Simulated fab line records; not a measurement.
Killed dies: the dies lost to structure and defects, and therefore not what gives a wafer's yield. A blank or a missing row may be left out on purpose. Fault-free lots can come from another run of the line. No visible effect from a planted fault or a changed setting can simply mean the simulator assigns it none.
Which of the tools did it? ; flow nandHarc ; 24 lots with 72 wafers sampled at 6 steps, on a route of 1302 steps

## WHAT THE GAUGES SHOWED, per wafer
No reading from a measuring or inspecting step in the record can be judged against a usual standard deviation.

## EACH LOT AND THE TOOL THAT RAN IT (in order: tool; ch and the chambers of the sampled wafers; start)
lot;NHARC_A_STAIRCASE_HM_OPEN_457;NHARC_A_STAIRCASE_ETCH_273;NHARC_A_STAIRCASE_HM_DEP_462;NHARC_A_STAIRCASE_DEP_301;NHARC_A_STAIRCASE_DESCUM_312;NHARC_A_STAIRCASE_ETCH_313
L074;rieDiel-11 ch 0,1, day 17 04:58 or earlier;rieDiel-11 ch 0,2,3, day 17 04:58 or earlier;aclDep-01 ch 0, day 17 04:58;pecvd-02 ch 0,1,2, day 17 06:34;rieDiel-11 ch 2,3, day 17 07:29;rieDiel-11 ch 0,1,2, day 17 07:35
L075;rieDiel-11 ch 0,3, day 17 14:43 or earlier;rieDiel-11 ch 1,2, day 17 14:43 or earlier;aclDep-03 ch 0, day 17 14:43;pecvd-04 ch 0,1, day 17 16:37;rieDiel-10 ch 0,1,2, day 17 17:49;rieDiel-10 ch 0,1,2, day 17 17:56
L076;rieDiel-10 ch 0,1,3, day 17 15:25 or earlier;rieDiel-10 ch 0,1,2, day 17 15:25 or earlier;aclDep-01 ch 0, day 17 15:25;pecvd-02 ch 0,1,2, day 17 17:16;rieDiel-10 ch 0,1,3, day 17 18:22;rieDiel-10 ch 0,2,3, day 17 19:03
L077;rieDiel-13 ch 0,2,3, day 17 16:35 or earlier;rieDiel-13 ch 1,2,3, day 17 16:35 or earlier;aclDep-03 ch 0, day 17 16:35;pecvd-01 ch 1,2, day 17 18:27;rieDiel-13 ch 2,3, day 17 19:19;rieDiel-13 ch 1,3, day 17 19:25
L078;rieDiel-11 ch 0,2,3, day 18 19:58 or earlier;rieDiel-11 ch 0,1,3, day 18 19:58 or earlier;aclDep-03 ch 0, day 18 19:58;pecvd-04 ch 0,1, day 18 21:49;rieDiel-10 ch 1,2, day 18 22:49;rieDiel-10 ch 0,2,3, day 18 22:55
L079;rieDiel-13 ch 2,3, day 19 04:38 or earlier;rieDiel-13 ch 2,3, day 19 04:38 or earlier;aclDep-01 ch 0, day 19 04:38;pecvd-04 ch 0,1, day 19 06:11;rieDiel-10 ch 1,2, day 19 07:12;rieDiel-10 ch 2,3, day 19 07:17
L080;rieDiel-10 ch 1,3, day 19 18:25 or earlier;rieDiel-10 ch 1,2,3, day 19 18:25 or earlier;aclDep-01 ch 0, day 19 18:25;pecvd-01 ch 0,1, day 19 20:21;rieDiel-11 ch 0,2,3, day 19 21:18;rieDiel-11 ch 0,1,2, day 19 21:23
L081;rieDiel-13 ch 1,2,3, day 20 06:03 or earlier;rieDiel-13 ch 0,2,3, day 20 06:03 or earlier;aclDep-02 ch 0, day 20 06:03;pecvd-04 ch 0,1, day 20 07:55;rieDiel-11 ch 0,1,2, day 20 08:55;rieDiel-11 ch 0,2,3, day 20 08:59
L083;rieDiel-11 ch 0,1, day 20 22:39 or earlier;rieDiel-11 ch 0,3, day 20 22:39 or earlier;aclDep-02 ch 0, day 20 22:39;pecvd-01 ch 0,2, day 21 00:14;rieDiel-10 ch 1,2, day 21 01:13;rieDiel-10 ch 2,3, day 21 01:17
L082;rieDiel-13 ch 0,1, day 20 23:43 or earlier;rieDiel-13 ch 0,1,3, day 20 23:43 or earlier;aclDep-01 ch 0, day 20 23:43;pecvd-02 ch 0,1, day 21 01:17;rieDiel-13 ch 0,1,2, day 21 02:08;rieDiel-13 ch 2,3, day 21 02:14
L084;rieDiel-10 ch 0,1, day 21 05:13 or earlier;rieDiel-10 ch 0,3, day 21 05:13 or earlier;aclDep-02 ch 0, day 21 05:13;pecvd-01 ch 0,1, day 21 07:07;rieDiel-13 ch 0,3, day 21 08:04;rieDiel-13 ch 0,3, day 21 08:10
L086;rieDiel-10 ch 0,1, day 21 10:22 or earlier;rieDiel-10 ch 0,3, day 21 10:22 or earlier;aclDep-01 ch 0, day 21 10:22;pecvd-01 ch 0,1,2, day 21 11:25;rieDiel-13 ch 0,2,3, day 21 12:20;rieDiel-13 ch 0,2,3, day 21 12:27
L085;rieDiel-11 ch 1,2,3, day 21 16:29 or earlier;rieDiel-11 ch 1,2,3, day 21 16:29 or earlier;aclDep-01 ch 0, day 21 16:29;pecvd-04 ch 0,1,2, day 21 18:35;rieDiel-11 ch 1,2,3, day 21 19:33;rieDiel-11 ch 1,2, day 21 19:38
L088;rieDiel-10 ch 0,3, day 22 17:39 or earlier;rieDiel-10 ch 1,3, day 22 17:39 or earlier;aclDep-02 ch 0, day 22 17:39;pecvd-04 ch 0,1, day 22 19:32;rieDiel-11 ch 0,2,3, day 22 20:42;rieDiel-11 ch 0,2,3, day 22 20:50
L089;rieDiel-13 ch 0,2,3, day 22 19:16 or earlier;rieDiel-13 ch 0,2,3, day 22 19:16 or earlier;aclDep-03 ch 0, day 22 19:16;pecvd-02 ch 0,1,2, day 22 20:31;rieDiel-10 ch 0,1, day 22 21:34;rieDiel-10 ch 1,2, day 22 21:47
L087;rieDiel-13 ch 0,2, day 22 23:07 or earlier;rieDiel-13 ch 1,2, day 22 23:07 or earlier;aclDep-02 ch 0, day 22 23:07;pecvd-04 ch 1,2, day 23 00:59;rieDiel-10 ch 1,2, day 23 03:22;rieDiel-10 ch 1,2,3, day 23 03:43
L091;rieDiel-11 ch 0,3, day 24 01:35 or earlier;rieDiel-11 ch 1,2,3, day 24 01:35 or earlier;aclDep-03 ch 0, day 24 01:35;pecvd-01 ch 0,1,2, day 24 03:29;rieDiel-10 ch 1,3, day 24 04:28;rieDiel-10 ch 1,2, day 24 04:34
L090;rieDiel-13 ch 0,1, day 24 05:21 or earlier;rieDiel-13 ch 0,1, day 24 05:21 or earlier;aclDep-03 ch 0, day 24 05:21;pecvd-02 ch 1,2, day 24 07:13;rieDiel-10 ch 0,2,3, day 24 08:12;rieDiel-10 ch 0,2,3, day 24 08:18
L093;rieDiel-13 ch 0,1,3, day 24 13:08 or earlier;rieDiel-13 ch 0,1,2, day 24 13:08 or earlier;aclDep-03 ch 0, day 24 13:08;pecvd-02 ch 0,1, day 24 15:02;rieDiel-10 ch 1,2,3, day 24 15:50;rieDiel-10 ch 0,2,3, day 24 16:01
L092;rieDiel-13 ch 1,3, day 24 15:28 or earlier;rieDiel-13 ch 1,3, day 24 15:28 or earlier;aclDep-02 ch 0, day 24 15:28;pecvd-01 ch 0,1,2, day 24 16:46;rieDiel-13 ch 1,2,3, day 24 17:43;rieDiel-13 ch 0,2,3, day 24 17:49
L094;rieDiel-13 ch 0,1,2, day 25 18:11 or earlier;rieDiel-13 ch 0,2,3, day 25 18:11 or earlier;aclDep-01 ch 0, day 25 18:11;pecvd-01 ch 0,1,2, day 25 20:05;rieDiel-13 ch 0,2,3, day 25 20:56;rieDiel-13 ch 0,2,3, day 25 21:01
L095;rieDiel-10 ch 2,3, day 25 20:20 or earlier;rieDiel-10 ch 1,3, day 25 20:20 or earlier;aclDep-02 ch 0, day 25 20:20;pecvd-01 ch 0,2, day 25 22:16;rieDiel-11 ch 1,2, day 25 23:03;rieDiel-11 ch 0,1, day 25 23:11
L097;rieDiel-11 ch 0,3, day 26 18:53 or earlier;rieDiel-11 ch 1,3, day 26 18:53 or earlier;aclDep-01 ch 0, day 26 18:53;pecvd-04 ch 0,1,2, day 26 20:28;rieDiel-13 ch 0,1,2, day 26 21:29;rieDiel-13 ch 0,2, day 26 21:34
L096;rieDiel-10 ch 0,1, day 27 04:08 or earlier;rieDiel-10 ch 1,3, day 27 04:08 or earlier;aclDep-01 ch 0, day 27 04:08;pecvd-02 ch 0,1, day 27 05:45;rieDiel-11 ch 1,2,3, day 27 06:48;rieDiel-11 ch 0,2,3, day 27 06:54
- NHARC_A_STAIRCASE_HM_OPEN_457: chemistry O2/COS.
- NHARC_A_STAIRCASE_ETCH_273: etches the open film in C4F8/O2/Ar, target depth 10200 nm, time 2468.6 s.
- NHARC_A_STAIRCASE_HM_DEP_462: deposits aC, target thk 800 nm.
- NHARC_A_STAIRCASE_DEP_301: deposits SiON, target thk 30 nm.
- NHARC_A_STAIRCASE_DESCUM_312: chemistry O2, time 3 s.
- NHARC_A_STAIRCASE_ETCH_313: etches the open film in CF4/CHF3.

## WHAT THE TOOLS THEMSELVES READ (means of the sampled wafers that have a number; where no wafer has one, the mark that the record gives instead)
NHARC_A_STAIRCASE_HM_OPEN_457.
lot;tool;drypumpMotorCurrentA (A);oesProductAu (a.u.);rfVppV (V);showerheadPlenumPTorr (Torr);throttleValvePct (%)
L074;rieDiel-11;5.74;0.991;465;3.08;28.327
L075;rieDiel-11;6.09;0.992;463;2.96;28.333
L076;rieDiel-10;5.72;1.012;467;3.08;28.333
L077;rieDiel-13;5.79;1.002;464;3.00;28.340
L078;rieDiel-11;5.99;0.993;464;3.00;28.328
L079;rieDiel-13;5.95;0.996;463;2.94;28.329
L080;rieDiel-10;5.72;1.003;466;3.08;28.331
L081;rieDiel-13;5.77;0.983;464;2.95;28.328
L083;rieDiel-11;5.97;0.990;471;3.30;28.324
L082;rieDiel-13;5.70;0.990;465;3.03;28.330
L084;rieDiel-10;5.55;0.995;467;3.11;28.326
L086;rieDiel-10;5.58;1.005;467;3.10;28.327
L085;rieDiel-11;5.76;0.992;467;3.08;28.321
L088;rieDiel-10;5.75;1.006;467;3.05;28.332
L089;rieDiel-13;5.79;0.996;464;2.98;28.322
L087;rieDiel-13;5.88;0.998;464;3.00;28.327
L091;rieDiel-11;6.02;0.996;468;3.15;28.322
L090;rieDiel-13;5.66;0.995;463;2.97;28.335
L093;rieDiel-13;5.61;0.996;465;2.99;28.318
L092;rieDiel-13;5.58;0.984;464;2.95;28.332
L094;rieDiel-13;5.86;0.996;467;3.11;28.323
L095;rieDiel-10;5.80;1.007;467;3.10;28.329
L097;rieDiel-11;6.13;0.985;470;3.25;28.336
L096;rieDiel-10;5.54;1.003;467;3.09;28.326

NHARC_A_STAIRCASE_ETCH_273.
lot;tool;oesProductAu (a.u.);rfVppV (V)
L074;rieDiel-11;0.924;1817
L075;rieDiel-11;0.941;1827
L076;rieDiel-10;0.929;1820
L077;rieDiel-13;0.938;1813
L078;rieDiel-11;0.924;1821
L079;rieDiel-13;0.927;1815
L080;rieDiel-10;0.932;1830
L081;rieDiel-13;0.919;1816
L083;rieDiel-11;0.930;1830
L082;rieDiel-13;0.924;1817
L084;rieDiel-10;0.936;1821
L086;rieDiel-10;0.941;1819
L085;rieDiel-11;0.937;1824
L088;rieDiel-10;0.952;1819
L089;rieDiel-13;0.936;1815
L087;rieDiel-13;0.930;1808
L091;rieDiel-11;0.939;1823
L090;rieDiel-13;0.929;1818
L093;rieDiel-13;0.924;1827
L092;rieDiel-13;0.920;1814
L094;rieDiel-13;0.939;1828
L095;rieDiel-10;0.941;1822
L097;rieDiel-11;0.934;1823
L096;rieDiel-10;0.927;1821

NHARC_A_STAIRCASE_HM_DEP_462.
lot;tool;throttleValvePct (%)
L074;aclDep-01;35.003
L075;aclDep-03;35.001
L076;aclDep-01;35.001
L077;aclDep-03;34.999
L078;aclDep-03;35.002
L079;aclDep-01;35.001
L080;aclDep-01;35.011
L081;aclDep-02;35.007
L083;aclDep-02;35.006
L082;aclDep-01;35.002
L084;aclDep-02;34.999
L086;aclDep-01;35.000
L085;aclDep-01;34.999
L088;aclDep-02;34.997
L089;aclDep-03;35.003
L087;aclDep-02;35.004
L091;aclDep-03;35.003
L090;aclDep-03;35.009
L093;aclDep-03;35.008
L092;aclDep-02;35.000
L094;aclDep-01;35.008
L095;aclDep-02;35.004
L097;aclDep-01;35.005
L096;aclDep-01;35.000

NHARC_A_STAIRCASE_DEP_301.
lot;tool;heaterPowerW (W)
L074;pecvd-02;725
L075;pecvd-04;551
L076;pecvd-02;776
L077;pecvd-01;718
L078;pecvd-04;583
L079;pecvd-04;646
L080;pecvd-01;745
L081;pecvd-04;615
L083;pecvd-01;759
L082;pecvd-02;802
L084;pecvd-01;751
L086;pecvd-01;733
L085;pecvd-04;676
L088;pecvd-04;653
L089;pecvd-02;746
L087;pecvd-04;705
L091;pecvd-01;706
L090;pecvd-02;758
L093;pecvd-02;830
L092;pecvd-01;722
L094;pecvd-01;721
L095;pecvd-01;805
L097;pecvd-04;665
L096;pecvd-02;834

NHARC_A_STAIRCASE_DESCUM_312.
lot;tool;drypumpMotorCurrentA (A);oesProductAu (a.u.);rfVppV (V);showerheadPlenumPTorr (Torr);throttleValvePct (%)
L074;rieDiel-11;5.91;0.994;57.2;1.87;11.318
L075;rieDiel-10;5.47;0.997;56.8;1.86;11.313
L076;rieDiel-10;5.72;1.005;57.5;1.89;11.327
L077;rieDiel-13;5.67;0.997;57.4;1.82;11.317
L078;rieDiel-10;5.44;1.004;58.0;1.97;11.306
L079;rieDiel-10;5.38;1.009;57.9;2.03;11.317
L080;rieDiel-11;6.04;0.995;58.0;1.93;11.311
L081;rieDiel-11;5.87;0.997;57.0;1.95;11.321
L083;rieDiel-10;5.44;0.996;57.7;1.96;11.313
L082;rieDiel-13;5.84;0.997;57.4;1.81;11.306
L084;rieDiel-13;5.64;0.989;57.4;1.86;11.318
L086;rieDiel-13;5.78;0.999;56.7;1.82;11.310
L085;rieDiel-11;5.77;0.992;57.6;1.88;11.298
L088;rieDiel-11;6.00;0.992;58.1;1.93;11.310
L089;rieDiel-10;5.57;1.006;58.4;1.89;11.314
L087;rieDiel-10;5.37;0.997;58.5;2.01;11.318
L091;rieDiel-10;5.70;1.013;58.2;1.87;11.309
L090;rieDiel-10;5.64;1.006;58.4;1.92;11.308
L093;rieDiel-10;5.61;1.008;57.7;1.93;11.311
L092;rieDiel-13;5.74;0.994;58.0;1.89;11.314
L094;rieDiel-13;5.79;0.996;57.3;1.92;11.316
L095;rieDiel-11;5.79;0.993;56.9;1.87;11.301
L097;rieDiel-13;5.84;1.001;57.1;1.90;11.314
L096;rieDiel-11;5.77;0.998;57.3;1.87;11.315

NHARC_A_STAIRCASE_ETCH_313.
lot;tool;drypumpMotorCurrentA (A);oesProductAu (a.u.);rfVppV (V);showerheadPlenumPTorr (Torr);throttleValvePct (%)
L074;rieDiel-11;5.86;0.921;368.8;1.53;16.801
L075;rieDiel-10;5.47;0.932;369.5;1.53;16.805
L076;rieDiel-10;5.65;0.926;368.1;1.51;16.806
L077;rieDiel-13;5.51;0.915;368.4;1.51;16.797
L078;rieDiel-10;5.63;0.981;371.4;1.59;16.801
L079;rieDiel-10;5.55;0.951;372.7;1.64;16.799
L080;rieDiel-11;5.87;0.945;371.1;1.61;16.810
L081;rieDiel-11;6.02;0.966;370.6;1.59;16.803
L083;rieDiel-10;5.51;0.932;372.9;1.63;16.804
L082;rieDiel-13;5.94;0.922;367.5;1.48;16.815
L084;rieDiel-13;5.61;0.922;368.6;1.54;16.813
L086;rieDiel-13;5.76;0.926;368.5;1.51;16.808
L085;rieDiel-11;5.77;0.917;369.2;1.54;16.801
L088;rieDiel-11;6.01;0.918;370.8;1.58;16.808
L089;rieDiel-10;5.35;0.928;373.5;1.65;16.805
L087;rieDiel-10;5.62;0.932;370.8;1.59;16.803
L091;rieDiel-10;5.44;0.926;371.4;1.61;16.807
L090;rieDiel-10;5.65;0.925;370.7;1.58;16.803
L093;rieDiel-10;5.64;0.927;370.6;1.58;16.799
L092;rieDiel-13;5.77;0.932;371.4;1.58;16.796
L094;rieDiel-13;5.76;0.931;371.4;1.58;16.810
L095;rieDiel-11;5.71;0.915;371.6;1.62;16.799
L097;rieDiel-13;6.02;0.935;372.6;1.64;16.800
L096;rieDiel-11;6.01;0.916;370.7;1.57;16.802

## THE ANSWER, worked out from the rows above alone
Rule: what is usual is taken from the lots themselves. The widest of any qualifying gaps counts: lots, ordered by their means at a reading, are off when they make up no more than a third of the lots, leave a main group of 4 or more, and stand apart from it by 3 or more times the standard deviation of that group's means. Not used: any main group whose means are identical at the precision the tables above print for the reading. Also off: a lot with no number at a reading for which 4 or more lots have one. Any other lot the step has rows for is counted as sound. First the gauges in route order, then the tools' own readings, where a lot's mean is used as printed above. The first step at which some lot is off is used, and at that step the reading that is off furthest; a lot without a number counts as furthest.
Nothing can be told from this: no lot is off at any reading shown.

## WHAT HAD BEEN PUT IN BY THE SIMULATOR
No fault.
